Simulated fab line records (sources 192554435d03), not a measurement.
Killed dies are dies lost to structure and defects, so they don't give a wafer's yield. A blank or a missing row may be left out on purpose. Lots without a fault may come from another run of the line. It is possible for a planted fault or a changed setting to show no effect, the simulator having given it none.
Matching of chambers :: flow n5-finfet :: N5_BEOL_M3_ETCHBACK_99 on rie-diel-02: 4 sister chambers
The step etches SiO2 in CHF3, target depth 5 nm, time 10.4 s. 4 wafers are shown with their chamber, then 6 later ones without.

## WAFERS WITH THEIR CHAMBER
wafer: L190.4
chamber: 2
throttle-valve-pct (%): 17.01

wafer: L190.6
chamber: 1
throttle-valve-pct (%): 17.02

wafer: L193.4
chamber: 3
throttle-valve-pct (%): 16.73

wafer: L193.5
chamber: 0
throttle-valve-pct (%): 17.53

## WAFERS WITHOUT THEIR CHAMBER
wafer: L203.4
throttle-valve-pct (%): 17.09

wafer: L203.5
throttle-valve-pct (%): 16.77

wafer: L203.6
throttle-valve-pct (%): 17.53

wafer: L205.1
throttle-valve-pct (%): 17.55

wafer: L205.2
throttle-valve-pct (%): 17.11

wafer: L205.3
throttle-valve-pct (%): 16.79

## THE CHAMBER EACH PASSED THROUGH
wafer: L203.4
from the rows above: can't be placed: 1 or 2
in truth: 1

wafer: L203.5
from the rows above: 3
in truth: 3

wafer: L203.6
from the rows above: 0
in truth: 0

wafer: L205.1
from the rows above: 0
in truth: 0

wafer: L205.2
from the rows above: can't be placed: 1 or 2
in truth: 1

wafer: L205.3
from the rows above: 3
in truth: 3
Placed correctly: 4 of 6. Unplaceable from these rows: 2, with the true chamber sitting among the candidates in 2. Number placed wrongly: 0.
How it was worked out, from the rows above alone: a wafer's distance from a chamber is the root of the sum, over the readings, of the square of ((its reading less the chamber's mean) divided by the reading's scatter). The wafer belongs to the nearest chamber; if the next one is less than 2 further off, it can't be placed. For every chamber, the mean is computed from those of its wafers that are shown. The scatter (one wafer shown for each chamber): square how far every hidden wafer sits from the nearest shown wafer, average those squares and take the square root.
